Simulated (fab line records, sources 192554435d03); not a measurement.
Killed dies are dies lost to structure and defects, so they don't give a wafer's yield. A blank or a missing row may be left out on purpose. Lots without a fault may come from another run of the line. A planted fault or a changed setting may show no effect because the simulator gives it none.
One fault seen from 3 desks | flow n5_finfet | each desk has only its own numbers; what lay behind them comes last

THE METROLOGY DESK
What the gauges read, lot by lot, whatever tool the lot ran on: means of the sampled wafers that have a number. A lot is out of limits, marked OUT, if its mean lies more than 4 standard deviations from the usual mean; the brackets give that distance. Of its 12 readings 7 are shown: those that lie furthest out on some lot.
Columns: A = M3_RS at N5_BEOL_M3_RS_MEAS_58, usual 0.69 ohm/sq; B = IOFF_P at N5_BEOL_M4_RC_MEAS_101, usual 0.21 nA/um; C = ION_N at N5_BEOL_M4_RC_MEAS_101, usual 672 uA/um; D = SS_N at N5_BEOL_M4_RC_MEAS_101, usual 71.5 mV/dec; E = SS_P at N5_BEOL_M4_RC_MEAS_101, usual 73.2 mV/dec; F = VT_N at N5_BEOL_M4_RC_MEAS_101, usual 250 mV; G = VT_P at N5_BEOL_M4_RC_MEAS_101, usual -250 mV
lot  | first seen here | A    | B    | C   | D    | E    | F   | G
L154 | day 7 09:31     | 0.68 | 0.22 | 674 | 71.6 | 73.0 | 250 | -248
L155 | day 7 13:02     | 0.75 | 0.20 | 675 | 72.9 | 73.2 | 251 | -250
L157 | day 8 01:58     | 0.69 | 0.16 | 665 | 70.9 | 72.9 | 255 | -256
L163 | day 10 04:06    | 0.67 | 0.22 | 681 | 71.1 | 73.4 | 248 | -248
L166 | day 10 08:37    | 0.67 | 0.20 | 672 | 71.5 | 74.2 | 250 | -250
L172 | day 11 21:23    | 0.65 | 0.23 | 684 | 71.4 | 72.8 | 247 | -248
L171 | day 12 04:30    | 0.69 | 0.22 | 688 | 71.3 | 73.5 | 246 | -250
L173 | day 12 09:52    | 0.76 | 0.24 | 683 | 71.5 | 73.6 | 249 | -249
L175 | day 13 01:46    | 0.71 | 0.20 | 660 | 71.5 | 72.9 | 253 | -251
L177 | day 13 20:36    | 0.74 | 0.20 | 670 | 71.6 | 73.1 | 254 | -252
This desk's finding: nothing out of limits on any of the 10 lots.

THE DEFECT DESK
What the inspections along the route counted, lot by lot: means of the sampled wafers that have a number. A lot is out of limits, marked OUT, if its mean lies more than 4 standard deviations from the usual mean; the brackets give that distance.
Columns: A = raw_defect_count at N5_BEOL_M4_INSPECT_30, usual 426
lot  | first seen here | A
L154 | day 7 11:11     | 400
L155 | day 7 15:05     | 507
L157 | day 8 04:32     | 573
L163 | day 10 07:39    | 405
L166 | day 10 11:29    | 349
L172 | day 12 00:38    | 818 (+4.1) OUT
L171 | day 12 07:03    | 355
L173 | day 12 11:53    | 732
L175 | day 13 04:46    | 479
L177 | day 13 23:08    | 388
This desk's finding: out of limits on L172; first on L172, day 12 00:38 (raw_defect_count at N5_BEOL_M4_INSPECT_30). In limits: L154, L155, L157, L163, L166, L171, L173, L175, L177.

THE TOOL OWNER'S DESK: rie_diel-04
The tool's own readings at N5_BEOL_M4_STRIP_19 (strips in O2): means of the sampled wafers that have a number, for each lot that ran on this tool. A lot is out of limits, marked OUT, if its mean lies more than 4 standard deviations from the usual mean; the brackets give that distance.
Columns: A = drypump_motor_current_A at N5_BEOL_M4_STRIP_19, usual 5.5 A; B = oes_product_au at N5_BEOL_M4_STRIP_19, usual 0.82 a.u.; C = rf_vpp_V at N5_BEOL_M4_STRIP_19, usual 3.7 V; D = showerhead_plenum_p_Torr at N5_BEOL_M4_STRIP_19, usual 2.08 Torr; E = throttle_valve_pct at N5_BEOL_M4_STRIP_19, usual 16.6 %
lot  | first seen here | A   | B    | C   | D    | E
L154 | day 7 10:43     | 5.7 | 0.72 | 3.2 | 2.13 | 16.9
L166 | day 10 11:00    | 5.8 | 0.84 | 3.5 | 2.09 | 16.6
L172 | day 12 00:10    | 5.7 | 0.82 | 3.9 | 2.09 | 16.7
L173 | day 12 11:17    | 5.7 | 0.76 | 3.2 | 2.12 | 16.9
This desk's finding: nothing out of limits on any of the 4 lots.

PUT TOGETHER
The defect desk could have raised an alarm at day 12 00:38, on L172.
The metrology desk saw nothing out of limits.
The tool owner's desk saw nothing out of limits.
The metrology desk has L172 on record, within its limits.
The tool owner's desk has L172 on record, within its limits.
Of the lots named, all ran N5_BEOL_M4_STRIP_19 on rie_diel-04.

WHAT THE SIMULATOR HAD PUT IN
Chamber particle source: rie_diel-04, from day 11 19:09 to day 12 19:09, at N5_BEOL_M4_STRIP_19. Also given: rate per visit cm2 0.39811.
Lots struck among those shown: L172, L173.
Hours from the fault's start to each desk's first reading out of limits: the defect desk, 5.
